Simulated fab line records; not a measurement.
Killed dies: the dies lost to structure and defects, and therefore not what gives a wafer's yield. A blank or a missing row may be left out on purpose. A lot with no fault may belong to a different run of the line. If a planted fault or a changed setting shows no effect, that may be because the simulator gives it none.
Chamber matching -- flow n5_finfet -- rie_diel-05 running N5_HKMG_FIN_ETCH_35: 4 sister chambers
The step etches SOC in N2/H2, target depth 215.8 nm, time 243.4 s. 18 wafers are shown with their chamber, then 9 later ones without.

WAFERS PAIRED WITH THEIR CHAMBERS
wafer,chamber,drypump_motor_current_A (A),showerhead_plenum_p_Torr (Torr),throttle_valve_pct (%)
L074.2,0,4.9,2.45,18.03
L074.4,1,5.6,2.49,17.57
L074.5,1,5.6,2.49,17.57
L075.1,2,5.7,2.37,18.32
L075.2,3,5.1,2.62,17.70
L075.5,2,5.7,2.37,18.30
L076.3,2,5.7,2.37,18.31
L076.5,3,5.0,2.62,17.70
L076.6,2,5.7,2.37,18.31
L077.2,0,4.9,2.45,18.05
L077.3,3,5.0,2.62,17.71
L077.4,1,5.6,2.48,17.59
L079.2,1,5.6,2.48,17.61
L079.3,2,5.7,2.37,18.31
L079.6,1,5.6,2.48,17.61
L082.1,3,5.0,2.62,17.72
L082.2,0,4.9,2.44,18.07
L082.3,2,5.7,2.36,18.34

SIGNATURES, as means of the wafers listed above
reading,chamber 0,chamber 1,chamber 2,chamber 3,scatter within a chamber
drypump_motor_current_A,4.900,5.600,5.700,5.025,0.0231
showerhead_plenum_p_Torr,2.4467,2.4840,2.3683,2.6200,0.00439
throttle_valve_pct,18.0500,17.5900,18.3150,17.7075,0.0161
Rule: for each reading, subtract the chamber's mean from the wafer's reading, divide by that reading's scatter and square the result; add these up over the readings and take the root, which gives the wafer's distance from the chamber. If the next closest chamber is less than 2 further off than the closest, the wafer can't be placed; otherwise it belongs to the closest. The scatter: take each reading less its chamber's mean, square it, sum over the shown wafers, divide by the number of wafers less the number of chambers, and take the root.

WAFERS WHOSE CHAMBER IS MISSING
wafer,drypump_motor_current_A (A),showerhead_plenum_p_Torr (Torr),throttle_valve_pct (%)
L083.2,5.7,2.36,18.35
L083.5,5.7,2.36,18.36
L083.6,5.0,2.61,17.74
L089.1,4.9,2.44,18.08
L089.4,5.7,2.36,18.39
L089.6,5.0,2.61,17.76
L093.2,5.0,2.60,17.76
L093.3,5.5,2.47,17.65
L093.5,4.8,2.44,18.10

EACH ONE'S CHAMBER
wafer,from the rows above,in truth
L083.2,2,2
L083.5,2,2
L083.6,3,3
L089.1,0,0
L089.4,2,2
L089.6,3,3
L093.2,3,3
L093.3,1,1
L093.5,0,0
9 of 9 placed correctly. Not placeable from these rows: 0. Wrongly placed: 0.
